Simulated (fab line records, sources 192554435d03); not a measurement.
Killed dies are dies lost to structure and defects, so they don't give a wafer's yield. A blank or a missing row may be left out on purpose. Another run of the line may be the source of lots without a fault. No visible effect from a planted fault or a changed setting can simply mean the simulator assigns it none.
fab line records	flow n5-finfet
record lots=7	wafers=21
route steps=1938 shown ZERO_LAYER@9 FIN_SAQP@109 FIN_CUT@155 SD_EPI_N@288 SDB@353 HKMG_FIN@424 MOL_CONTACT_COAG@554
start-h: hours from the record's opening day to when the first of the lot's shown wafers began	wait-h: how many hours have passed since the lot's step before this one	" as in the row above	L1.1+2: a row that stands for several wafers	- either no value or no given start	* or withheld: withheld	< > ~ a bound
route shown NAME@n: NAME is a module with steps in the file, n the number in the route of the first one	usual: mean/standard deviation of fault-free wafers	same: alike in all rows	chamber/n: place in a boat	sites: each site's reading	_std_site: standard deviation of those values	_edge_site: outer sites' mean less inner sites'	radius-mm: for every site, how far away it sits from the centre of the wafer	mask NAME#n: copy n	behind: tool/chamber where the wafer was last shaped	hold: why the lot was held/for how many hours/how that ended	device: transistor that didn't switch, given as n, p or np	end of line: tests of these same wafers at the route's end	a step given without rows: its recipe and nothing more	killed: dies lost to structure and defects at the first sort, not the wafer's yield	map: per-die view of a wafer (x killed, . not killed, _ where there is no die)
set.NAME: the setting that was run; set.NAME@STEP: the one run at that earlier step	model.NAME: the simulator's own value behind a step, which no gauge read
lots whose settings were changed on purpose; a table a step, a row a wafer
## steps
# step N5_ZERO_LAYER_EXPOSE_08
# recipe mask-id=ZERO	na=0.55	source-shape=conventional	sigma-outer=0.8	polarization=unpolarized	defocus-nm=0	target-cd-nm=2000	dose-mj=16.2
lot.wafer	tool	chamber	start-h	wait-h	mask	set.dose-mj
L074.1+4	krf-scanner-02	0	12.59	-	ZERO#0	17.29
L074.3	"	0	"	"	ZERO#0	16.2
L079.1+5	krf-scanner-01	0	42.59	-	ZERO#0	16.2
L079.2	"	0	"	"	ZERO#0	15.23
L084.3+4	krf-scanner-02	0	72.62	-	ZERO#0	16.2
L084.6	"	0	"	"	ZERO#0	16.81
L087.2+4+6	krf-scanner-01	0	90.47	-	ZERO#0	16.2
L088.2+5	krf-scanner-02	0	96.60	-	ZERO#0	16.2
L088.6	"	0	"	"	ZERO#0	15.42
L089.1+2+6	krf-scanner-02	0	102.48	-	ZERO#0	16.2
L091.3+4+6	krf-scanner-02	0	114.49	-	ZERO#0	16.2
# step N5_ZERO_LAYER_DEVELOP_10
# recipe develop-time-s=60	rinse-liquid=diw	dry=air-spin	dev-temp-c=21
lot.wafer	tool	chamber	start-h	wait-h	set.develop-time-s
L074.1+3+4	litho-track-02	0	-	-	60
L079.1	litho-track-03	0	-	-	60
L079.2+5	"	0	"	"	52.5
L084.3+4+6	litho-track-02	0	-	-	60
L087.2+4+6	litho-track-03	0	-	-	60
L088.2+6	litho-track-05	0	-	-	49.58
L088.5	"	0	"	"	60
L089.1+2+6	litho-track-02	0	-	-	60
L091.3	litho-track-03	0	-	-	60
L091.4+6	"	0	"	"	65.32
# step N5_ZERO_LAYER_HARDBAKE_23
# recipe temp-c=130	time-s=120
# step N5_ZERO_LAYER_CD_MEAS_11
# recipe target-cd-nm=2000	landing-energy-ev=500	detector=se-inlens
# usual cd-nm=2000.1/1.7
lot.wafer	tool	chamber	start-h	wait-h	set.dose-mj@ZERO_LAYER_EXPOSE_08	cd-nm
L074.1	cd-sem-03	0	12.77	-	17.29	2013.4
L074.3	"	0	"	"	16.2	1997.8
L074.4	"	0	"	"	17.29	2011.6
L079.1	cd-sem-02	0	42.77	-	16.2	2001.9
L079.2	"	0	"	"	15.23	1985.4
L079.5	"	0	"	"	16.2	1998.8
L084.3	cd-sem-03	0	72.78	-	16.2	2000.3
L084.4	"	0	"	"	16.2	1998.5
L084.6	"	0	"	"	16.81	2004.2
L087.2	cd-sem-03	0	90.65	-	16.2	1999.4
L087.4	"	0	"	"	16.2	2002.8
L087.6	"	0	"	"	16.2	1999.8
L088.2	cd-sem-02	0	96.77	-	16.2	1997.0
L088.5	"	0	"	"	16.2	1999.7
L088.6	"	0	"	"	15.42	1987.4
L089.1	cd-sem-01	0	102.66	-	16.2	1999.6
L089.2	"	0	"	"	16.2	2001.5
L089.6	"	0	"	"	16.2	2000.0
L091.3	cd-sem-02	0	114.66	-	16.2	1999.9
L091.4	"	0	"	"	16.2	2000.4
L091.6	"	0	"	"	16.2	2005.1
# step N5_ZERO_LAYER_DESCUM_16
# recipe chemistry=O2	time-s=7.9	source-power-w=50	bias-power-w=20	pressure-mtorr=20	rf-frequency-hz=2.712e+07	temp-c=40	o2-flow-sccm=225
lot.wafer	tool	chamber	start-h	wait-h	set.dose-mj@ZERO_LAYER_EXPOSE_08	model.ZERO_LAYER.cd-nm
L074.1	rie-diel-06	2	12.82	0.0	17.29	2014
L074.3	"	3	"	"	16.2	1998
L074.4	"	1	"	"	17.29	-
L079.1	rie-diel-06	3	42.86	0.1	16.2	2002
L079.2	"	2	"	"	15.23	1986
L079.5	"	2	"	"	16.2	1999
L084.3	rie-diel-06	3	73.10	0.3	16.2	2000
L084.4	"	0	"	"	16.2	1998
L084.6	"	2	"	"	16.81	2004
L087.2	rie-diel-06	2	90.68	0.0	16.2	1999
L087.4	"	3	"	"	16.2	2003
L087.6	"	2	"	"	16.2	2000
L088.2	rie-diel-02	3	96.80	0.0	16.2	1997
L088.5	"	3	"	"	16.2	2000
L088.6	"	2	"	"	15.42	1987
L089.1	rie-diel-02	3	102.70	0.0	16.2	1999
L089.2	"	2	"	"	16.2	2002
L089.6	"	2	"	"	16.2	2000
L091.3	rie-diel-05	2	114.72	0.1	16.2	-
L091.4	"	1	"	"	16.2	2000
L091.6	"	1	"	"	16.2	2005
# step N5_ZERO_LAYER_ETCH_17
# recipe chemistry=CF4	target=SiO2	target-depth-a=120	time-s=13.3	ion-energy-ev=350	pressure-mtorr=40	source-w=450	bias-w=215	Ar_flow_sccm=100	cf4-flow-sccm=100
lot.wafer	tool	chamber	start-h	wait-h	set.dose-mj@ZERO_LAYER_EXPOSE_08	model.ZERO_LAYER.cd-nm
L074.1	rie-diel-06	2	12.85	0.0	17.29	2014
L074.3	"	3	"	"	16.2	1997
L074.4	"	1	"	"	17.29	2011
L079.1	rie-diel-06	3	42.89	0.0	16.2	2002
L079.2	"	2	"	"	15.23	1986
L079.5	"	2	"	"	16.2	1999
L084.3	rie-diel-06	3	73.14	0.0	16.2	2000
L084.4	"	0	"	"	16.2	1998
L084.6	"	2	"	"	16.81	2004
L087.2	rie-diel-06	2	90.72	0.0	16.2	1999
L087.4	"	3	"	"	16.2	2003
L087.6	"	2	"	"	16.2	2000
L088.2	rie-diel-02	3	96.84	0.0	16.2	1997
L088.5	"	3	"	"	16.2	2000
L088.6	"	2	"	"	15.42	1987
L089.1+6	rie-diel-02	3,2	102.73	0.0	16.2	2000
L089.2	"	2	"	"	16.2	2002
L091.3	rie-diel-05	2	114.76	0.0	16.2	-
L091.4	"	1	"	"	16.2	2000
L091.6	"	1	"	"	16.2	2005
# step N5_FIN_SAQP_PEB_14
# recipe peb-temp-c=withheld	peb-time-s=60	resist=CAR-ArF
lot.wafer	tool	chamber	start-h	wait-h	set.peb-time-s
L074.1+3+4	litho-track-03	0	21.53	0.1	48.82
L079.1	litho-track-03	0	51.67	0.1	60
L079.2+5	"	0	"	"	72.6
L084.3+6	litho-track-01	0	82.56	0.0	60
L084.4	"	0	"	"	49.52
L087.2+4+6	litho-track-01	0	100.80	0.0	60
L088.2+6	litho-track-05	0	105.37	0.0	60
L088.5	"	0	"	"	63.79
L089.1	litho-track-03	0	111.01	0.1	67.01
L089.2+6	"	0	"	"	60
L091.3+4	litho-track-01	0	123.27	0.0	60
L091.6	"	0	"	"	70.2
# step N5_FIN_SAQP_DEVELOP_15
# recipe develop-time-s=30	developer=TMAH	resist=CAR-ArF	dev-temp-c=23	rinse-liquid=diw	dry=air-spin
# step N5_FIN_SAQP_CD_MEAS_16
# recipe target-cd-nm=35.6	landing-energy-ev=500	detector=se-inlens
# usual cd-nm=35.6/0.4
lot.wafer	tool	chamber	start-h	wait-h	set.peb-time-s@FIN_SAQP_PEB_14	cd-nm
L074.1	cd-sem-03	0	21.60	-	48.82	38.7
L074.3	"	0	"	"	48.82	37.6
L074.4	"	0	"	"	48.82	38.1
L079.1	cd-sem-02	0	51.74	-	60	35.0
L079.2	"	0	"	"	72.6	32.9
L079.5	"	0	"	"	72.6	32.4
L084.3	cd-sem-01	0	82.63	-	60	36.2
L084.4	"	0	"	"	49.52	38.5
L084.6	"	0	"	"	60	35.7
L087.2	cd-sem-02	0	100.86	-	60	36.1
L087.4	"	0	"	"	60	35.8
L087.6	"	0	"	"	60	35.9
L088.2	cd-sem-01	0	105.44	-	60	35.7
L088.5	"	0	"	"	63.79	35.0
L088.6	"	0	"	"	60	35.3
L089.1	cd-sem-02	0	111.07	-	67.01	33.7
L089.2	"	0	"	"	60	35.7
L089.6	"	0	"	"	60	35.0
L091.3	cd-sem-03	0	123.34	-	60	35.9
L091.4	"	0	"	"	60	36.0
L091.6	"	0	"	"	70.2	33.5
# step N5_FIN_SAQP_MANDREL_ETCH_22
# recipe target-depth-a=600	chemistry=HBr/Cl2	target=a-Si	stop-on=SiNx	bt-time-s=10	over-etch-frac=0.5	time-s=30	pressure-mtorr=10	icp-w=800	bias-w=75	HBr_flow_sccm=150	Cl2_flow_sccm=80	ends=end-point
lot.wafer	tool	chamber	start-h	wait-h	set.icp-w	model.SOC_of_FIN_SAQP_COAT_49.thk-nm
L074.1	rie-si-02	0	22.17	0.0	800	77.28
L074.3	"	1	"	"	896.2	75.59
L074.4	"	2	"	"	896.2	76.21
L079.1	rie-si-05	1	52.59	0.0	800	76.63
L079.2	"	0	"	"	800	76.26
L079.5	"	1	"	"	800	76.92
L084.3	rie-si-06	1	83.00	0.0	800	75.6
L084.4	"	1	"	"	911.9	73.93
L084.6	"	2	"	"	911.9	73.38
L087.2	rie-si-05	1	101.24	0.0	800	76.32
L087.4	"	0	"	"	800	75.67
L087.6	"	1	"	"	800	76.59
L088.2	rie-si-06	3	105.82	0.0	800	76.18
L088.5	"	2	"	"	758.7	76.34
L088.6	"	1	"	"	800	75.77
L089.1	rie-si-06	3	111.45	0.0	924.2	74.37
L089.2	"	1	"	"	800	75.71
L089.6	"	2	"	"	800	75.73
L091.3	rie-si-05	0	123.72	0.0	800	75.91
L091.4	"	1	"	"	800	76.22
L091.6	"	1	"	"	800	76.08
# step N5_FIN_CUT_COAT_19
# recipe resist=SiARC	temp-c=220	time-s=60	spin-rpm=1500	resist-thk-nm=20
lot.wafer	tool	chamber	start-h	wait-h	set.spin-rpm	model.SiARC_of_FIN_CUT_COAT_19.thk-nm
L074.1	litho-track-01	0	-	-	1500	20
L074.3+4	"	0	"	"	1417	20.6
L079.1	litho-track-02	0	-	-	1354	21.2
L079.2	"	0	"	"	1354	21
L079.5	"	0	"	"	1500	20
L084.3+4	litho-track-01	0	-	-	1500	20
L084.6	"	0	"	"	1658	19
L087.2+4	litho-track-01	0	-	-	1500	20.2
L087.6	"	0	"	"	1500	20
L088.2	litho-track-01	0	-	-	1500	20.2
L088.5+6	"	0	"	"	1448	20.4
L089.1+2	litho-track-02	0	-	-	1500	20
L089.6	"	0	"	"	1575	19.4
L091.3+4	litho-track-04	0	-	-	1500	20.2
L091.6	"	0	"	"	1500	20
# step N5_FIN_CUT_COAT_29
# recipe resist=underlayer	temp-c=205	time-s=60	spin-rpm=1500	resist-thk-nm=10
# step N5_FIN_CUT_COAT_02
# recipe resist=CAR-EUV	spin-rpm=1500	resist-thk-nm=30
# step N5_FIN_CUT_DESCUM_13
# recipe chemistry=O2	time-s=7	source-power-w=50	bias-power-w=20	pressure-mtorr=20	rf-frequency-hz=2.712e+07	temp-c=40	resist=CAR-EUV	o2-flow-sccm=225
# step N5_FIN_CUT_ETCH_30
# recipe chemistry=N2/H2	target=underlayer	target-depth-a=130	mask-material=CAR-EUV	time-s=10.4	ion-energy-ev=200	pressure-mtorr=30	source-w=840	bias-w=150	n2-flow-sccm=200	h2-flow-sccm=200	ends=cleared
# step N5_FIN_CUT_ETCH_20
# recipe chemistry=CF4	target=SiARC	target-depth-a=260	mask-material=CAR-EUV	time-s=43.3	ion-energy-ev=80	pressure-mtorr=40	source-w=545	bias-w=36	Ar_flow_sccm=100	cf4-flow-sccm=100	ends=cleared
lot.wafer	tool	chamber	start-h	wait-h	set.spin-rpm@FIN_CUT_COAT_19	model.etch.depth-nm
L074.1	rie-diel-02	3	27.40	0.0	1500	20.04
L074.3	"	2	"	"	1417	20.58
L074.4	"	1	"	"	1417	20.55
L079.1	rie-diel-02	2	58.18	0.0	1354	21.12
L079.2	"	1	"	"	1354	21.08
L079.5	"	1	"	"	1500	20.05
L084.3	rie-diel-02	2	88.16	0.0	1500	20
L084.4	"	0	"	"	1500	20.02
L084.6	"	0	"	"	1658	19.04
L087.2	rie-diel-02	3	105.80	0.0	1500	20.15
L087.4	"	2	"	"	1500	20.13
L087.6	"	0	"	"	1500	20.09
L088.2	rie-diel-02	0	110.49	0.0	1500	20.14
L088.5	"	2	"	"	1448	20.46
L088.6	"	1	"	"	1448	20.44
L089.1	rie-diel-05	2	115.98	0.0	1500	19.96
L089.2	"	1	"	"	1500	19.99
L089.6	"	3	"	"	1575	19.46
L091.3	rie-diel-06	1	128.23	0.0	1500	20.13
L091.4	"	3	"	"	1500	20.21
L091.6	"	1	"	"	1500	20.09
# step N5_SD_EPI_N_EPI_21
# recipe material=Si:P	dopant=P	temp-c=680	pressure-torr=255	time-s=690
lot.wafer	tool	chamber	start-h	wait-h	set.temp-c	model.Si-P_of_SD_EPI_N_EPI_21.thk-nm
L074.1	epi-rpcvd-03	0	50.08	0.1	676.3	55.4
L074.3	"	0	"	"	680	59
L074.4	"	0	"	"	676.3	55
L079.1+5	epi-rpcvd-02	0	81.29	0.1	676.9	56.4
L079.2	"	0	"	"	680	59.6
L084.3	epi-rpcvd-02	0	112.86	0.7	680	59.8
L084.4+6	"	0	"	"	676.2	55.4
L087.2	epi-rpcvd-03	0	129.18	0.4	680	58.8
L087.4	"	0	"	"	680	59.8
L087.6	"	0	"	"	680	58.4
L088.2	epi-rpcvd-01	0	134.96	0.4	680	59.4
L088.5	"	0	"	"	680	59
L088.6	"	0	"	"	676.7	55.6
L089.1	epi-rpcvd-03	0	141.38	0.1	680	59.2
L089.2	"	0	"	"	680	59
L089.6	"	0	142.78	1.4	675.8	55.4
L091.3	epi-rpcvd-03	0	151.87	0.7	680	59.8
L091.4	"	0	"	"	684	65
L091.6	"	0	"	"	684	64.8
# step N5_SD_EPI_N_EPI_MEAS_23
# recipe mode=xrd
# usual thk-nm=59.1/1.2
lot.wafer	tool	chamber	start-h	wait-h	set.temp-c@SD_EPI_N_EPI_21	thk-nm
L074.1	film-metro-01	-	51.80	1.4	676.3	56.2
L074.3	"	-	"	"	680	59.5
L074.4	"	-	"	"	676.3	53.2
L079.1	film-metro-02	-	83.00	1.4	676.9	57.0
L079.2	"	-	"	"	680	61.0
L079.5	"	-	"	"	676.9	54.7
L084.3	film-metro-02	-	114.02	0.9	680	60.4
L084.4	"	-	"	"	676.2	57.5
L084.6	"	-	"	"	676.2	55.2
L087.2	film-metro-01	-	130.62	1.2	680	59.3
L087.4	"	-	"	"	680	61.0
L087.6	"	-	"	"	680	59.0
L088.2	film-metro-02	-	136.40	1.2	680	59.5
L088.5	"	-	"	"	680	58.4
L088.6	"	-	"	"	676.7	54.5
L089.1	film-metro-01	-	143.09	1.4	680	57.7
L089.2	"	-	"	"	680	56.6
L089.6	"	-	"	"	675.8	54.2
L091.3	film-metro-02	-	153.03	0.9	680	59.4
L091.4	"	-	"	"	684	65.2
L091.6	"	-	"	"	684	63.4
# step N5_SDB_EXPOSE_08
# recipe mask-id=SDB	na=1.35	source-shape=conventional	sigma-outer=0.5	polarization=unpolarized	dose-mj=49.6
lot.wafer	tool	chamber	start-h	wait-h	mask	set.dose-mj
L074.1+3+4	arfi-scanner-02	0	63.93	-	SDB#0	47.87
L079.1	arfi-scanner-01	0	95.80	-	SDB#0	48.36
L079.2+5	"	0	"	"	SDB#0	49.6
L084.3+4	arfi-scanner-01	0	127.29	-	SDB#0	47.92
L084.6	"	0	"	"	SDB#0	49.6
L087.2+4+6	arfi-scanner-01	0	143.38	-	SDB#0	49.6
L088.2	arfi-scanner-03	0	149.12	-	SDB#0	49.6
L088.5+6	"	0	"	"	SDB#0	48.36
L089.1	arfi-scanner-01	0	155.46	-	SDB#0	46.35
L089.2+6	"	0	"	"	SDB#0	49.6
L091.3+6	arfi-scanner-03	0	165.76	-	SDB#0	46.12
L091.4	"	0	"	"	SDB#0	49.6
# step N5_SDB_PEB_09
# recipe peb-temp-c=withheld	peb-time-s=60	resist=CAR-ArF
# step N5_SDB_DEVELOP_10
# recipe develop-time-s=30	developer=TMAH	resist=CAR-ArF	rinse-liquid=diw	dry=air-spin	dev-temp-c=23
# step N5_SDB_CD_MEAS_11
# recipe target-cd-nm=50	landing-energy-ev=500	detector=se-inlens	polarity=opening
# usual cd-nm=50.5/1
lot.wafer	tool	chamber	start-h	wait-h	set.dose-mj@SDB_EXPOSE_08	cd-nm
L074.1	cd-sem-03	0	64.06	-	47.87	45.2
L074.3	"	0	"	"	47.87	45.8
L074.4	"	0	"	"	47.87	45.9
L079.1	cd-sem-03	0	95.92	-	48.36	46.9
L079.2	"	0	"	"	49.6	50.3
L079.5	"	0	"	"	49.6	49.2
L084.3	cd-sem-02	0	127.40	-	47.92	46.9
L084.4	"	0	"	"	47.92	47.5
L084.6	"	0	"	"	49.6	50.8
L087.2	cd-sem-02	0	143.50	-	49.6	50.3
L087.4	"	0	"	"	49.6	51.5
L087.6	"	0	"	"	49.6	51.3
L088.2	cd-sem-02	0	149.24	-	49.6	49.9
L088.5	"	0	"	"	48.36	46.5
L088.6	"	0	"	"	48.36	48.6
L089.1	cd-sem-01	0	155.59	-	46.35	43.3
L089.2	"	0	"	"	49.6	50.2
L089.6	"	0	"	"	49.6	49.1
L091.3	cd-sem-02	0	165.88	-	46.12	41.8
L091.4	"	0	"	"	49.6	49.0
L091.6	"	0	"	"	46.12	42.2
# step N5_HKMG_FIN_COAT_06
# recipe resist=CAR-ArF	spin-rpm=1500	resist-thk-nm=90
lot.wafer	tool	chamber	start-h	wait-h	set.spin-rpm	model.CAR-ArF_of_HKMG_FIN_COAT_06.thk-nm
L074.1+4	litho-track-04	0	-	-	1500	89.8
L074.3	"	0	"	"	1618	86.6
L079.1	litho-track-02	0	-	-	1500	90.4
L079.2	"	0	"	"	1358	94.6
L079.5	"	0	"	"	1500	90.2
L084.3+4	litho-track-01	0	-	-	1500	90.8
L084.6	"	0	"	"	1500	91
L087.2	litho-track-02	0	-	-	1500	90
L087.4+6	"	0	"	"	1500	90.2
L088.2+5+6	litho-track-04	0	-	-	1653	85.8
L089.1	litho-track-04	0	-	-	1558	88.6
L089.2	"	0	"	"	1500	90
L089.6	"	0	"	"	1500	90.2
L091.3	litho-track-02	0	-	-	1500	90
L091.4	"	0	"	"	1500	90.2
L091.6	"	0	"	"	1500	89.8
# step N5_HKMG_FIN_EBR_08
# recipe solvent=PGMEA	ebr-width-mm=1.5
# step N5_HKMG_FIN_SOFTBAKE_07
# recipe temp-c=110	time-s=60	resist=CAR-ArF
# step N5_HKMG_FIN_EXPOSE_09
# recipe mask-id=NWFM	na=1.35	source-shape=conventional	sigma-outer=0.8	polarization=unpolarized	dose-mj=39.25
# step N5_HKMG_FIN_PEB_10
# recipe peb-temp-c=withheld	peb-time-s=60	resist=CAR-ArF
# step N5_HKMG_FIN_DEVELOP_11
# recipe develop-time-s=30	developer=TMAH	resist=CAR-ArF	dev-temp-c=23	rinse-liquid=diw	dry=air-spin
lot.wafer	tool	chamber	start-h	wait-h	set.spin-rpm@HKMG_FIN_COAT_06	model.CAR-ArF_of_HKMG_FIN_COAT_06.thk-nm
L074.1	litho-track-02	0	-	-	1500	88
L074.3	"	0	"	"	1618	85
L074.4	"	0	"	"	1500	88.2
L079.1+5	litho-track-02	0	-	-	1500	88.6
L079.2	"	0	"	"	1358	92.8
L084.3+4	litho-track-02	0	-	-	1500	89
L084.6	"	0	"	"	1500	89.4
L087.2	litho-track-01	0	-	-	1500	88.4
L087.4+6	"	0	"	"	1500	88.6
L088.2+5+6	litho-track-01	0	-	-	1653	84
L089.1	litho-track-01	0	-	-	1558	87
L089.2+6	"	0	"	"	1500	88.4
L091.3+6	litho-track-02	0	-	-	1500	88.2
L091.4	"	0	"	"	1500	88.4
# step N5_MOL_CONTACT_COAG_CMP_23
# recipe stop-on=SiO2	t-overpolish-s=1.5	post-cmp-clean=cu-alkaline	down-force-psi=2	platen-rpm=50.289	pad-velocity-m-s=1.0006	target-thk-nm=0
lot.wafer	tool	chamber	start-h	wait-h	set.down-force-psi	model.SiNx_of_GATE_CUT_SAC_CAP_01.thk-nm
L074.4	cmp-03	3	93.46	0.1	2	18.4
L074.3	"	0	"	"	2.319	17.8
L074.1	"	1	"	"	2.319	18
L079.1+5	cmp-03	3,0	128.09	0.0	2	18.4
L079.2	"	1	"	"	2.405	17.8
L084.4	cmp-03	3	156.45	0.0	2.395	18
L084.3	"	1	"	"	2	18.2
L084.6	"	3	"	"	2.395	17.8
L087.2	cmp-03	0	172.90	0.1	2	18.2
L087.4+6	"	2,0	"	"	2	18.4
L088.2	cmp-02	2	182.41	0.1	1.676	18.6
L088.6	"	3	"	"	2	18.2
L088.5	"	0	"	"	2	18.4
L089.1+6	cmp-02	3,2	187.46	0.1	1.591	18.8
L089.2	"	1	"	"	2	18.4
L091.4	cmp-03	3	194.74	0.1	1.851	18.6
L091.3+6	"	1,2	"	"	2	18.4
# step N5_MOL_CONTACT_COAG_WET_ETCH_26
# recipe target=Co	target-depth-nm=13
lot.wafer	tool	chamber	start-h	wait-h	set.down-force-psi@MOL_CONTACT_COAG_CMP_23	model.SiNx_of_GATE_CUT_SAC_CAP_01.thk-nm
L074.1	wet-bench-05	0	93.77	0.0	2.319	18
L074.3	"	3	"	"	2.319	17.8
L074.4	"	7	"	"	2	18.2
L079.1+5	wet-bench-01	1,2	128.45	0.0	2	18.2
L079.2	"	6	"	"	2.405	17.8
L084.3	wet-bench-05	4	156.80	0.0	2	18.2
L084.4	"	1	"	"	2.395	18
L084.6	"	2	"	"	2.395	17.8
L087.2	wet-bench-05	5	173.21	0.0	2	18.2
L087.4+6	"	0,6	"	"	2	18.4
L088.2	wet-bench-06	4	182.65	0.0	1.676	18.6
L088.5+6	"	2,7	"	"	2	18.2
L089.1	wet-bench-06	0	187.77	0.0	1.591	18.6
L089.2	"	4	"	"	2	18.2
L089.6	"	1	"	"	1.591	18.8
L091.3	wet-bench-06	6	195.05	0.0	2	18.4
L091.4	"	5	"	"	1.851	18.4
L091.6	"	3	"	"	2	18.2
## key
split step=N5_ZERO_LAYER_EXPOSE_08	setting=dose-mj	stated=16.2	by=wafer
response step=N5_ZERO_LAYER_CD_MEAS_11	reading=cd-nm	change=+2.19	per=1%	r=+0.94
response step=N5_ZERO_LAYER_DESCUM_16	reading=model.ZERO_LAYER.cd-nm	change=+2.26	per=1%	r=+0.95
response step=N5_ZERO_LAYER_ETCH_17	reading=model.ZERO_LAYER.cd-nm	change=+2.22	per=1%	r=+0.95
split step=N5_ZERO_LAYER_DEVELOP_10	setting=develop-time-s	stated=60	by=wafer
response none clear
split step=N5_FIN_SAQP_PEB_14	setting=peb-time-s	stated=60	by=wafer
response step=N5_FIN_SAQP_CD_MEAS_16	reading=cd-nm	change=-0.128	per=1%	r=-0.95
split step=N5_FIN_SAQP_MANDREL_ETCH_22	setting=icp-w	stated=800	by=wafer
response step=N5_FIN_SAQP_MANDREL_ETCH_22	reading=model.SOC_of_FIN_SAQP_COAT_49.thk-nm	change=-0.11	per=1%	r=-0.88
split step=N5_FIN_CUT_COAT_19	setting=spin-rpm	stated=1500	by=wafer
response step=N5_FIN_CUT_COAT_19	reading=model.SiARC_of_FIN_CUT_COAT_19.thk-nm	change=-0.103	per=1%	r=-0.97
response step=N5_FIN_CUT_ETCH_20	reading=model.etch.depth-nm	change=-0.0987	per=1%	r=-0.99
split step=N5_SD_EPI_N_EPI_21	setting=temp-c	stated=680	by=wafer
response step=N5_SD_EPI_N_EPI_21	reading=model.Si-P_of_SD_EPI_N_EPI_21.thk-nm	change=+7.32	per=1%	r=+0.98
response step=N5_SD_EPI_N_EPI_MEAS_23	reading=thk-nm	change=*	per=1%	r=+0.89
split step=N5_SDB_EXPOSE_08	setting=dose-mj	stated=49.6	by=wafer
response step=N5_SDB_CD_MEAS_11	reading=cd-nm	change=+1	per=1%	r=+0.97
split step=N5_HKMG_FIN_COAT_06	setting=spin-rpm	stated=1500	by=wafer
response step=N5_HKMG_FIN_COAT_06	reading=model.CAR-ArF_of_HKMG_FIN_COAT_06.thk-nm	change=-0.431	per=1%	r=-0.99
response step=N5_HKMG_FIN_DEVELOP_11	reading=model.CAR-ArF_of_HKMG_FIN_COAT_06.thk-nm	change=-0.418	per=1%	r=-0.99
split step=N5_MOL_CONTACT_COAG_CMP_23	setting=down-force-psi	stated=2	by=wafer
response step=N5_MOL_CONTACT_COAG_CMP_23	reading=model.SiNx_of_GATE_CUT_SAC_CAP_01.thk-nm	change=-0.0227	per=1%	r=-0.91
response step=N5_MOL_CONTACT_COAG_WET_ETCH_26	reading=model.SiNx_of_GATE_CUT_SAC_CAP_01.thk-nm	change=-0.0202	per=1%	r=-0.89
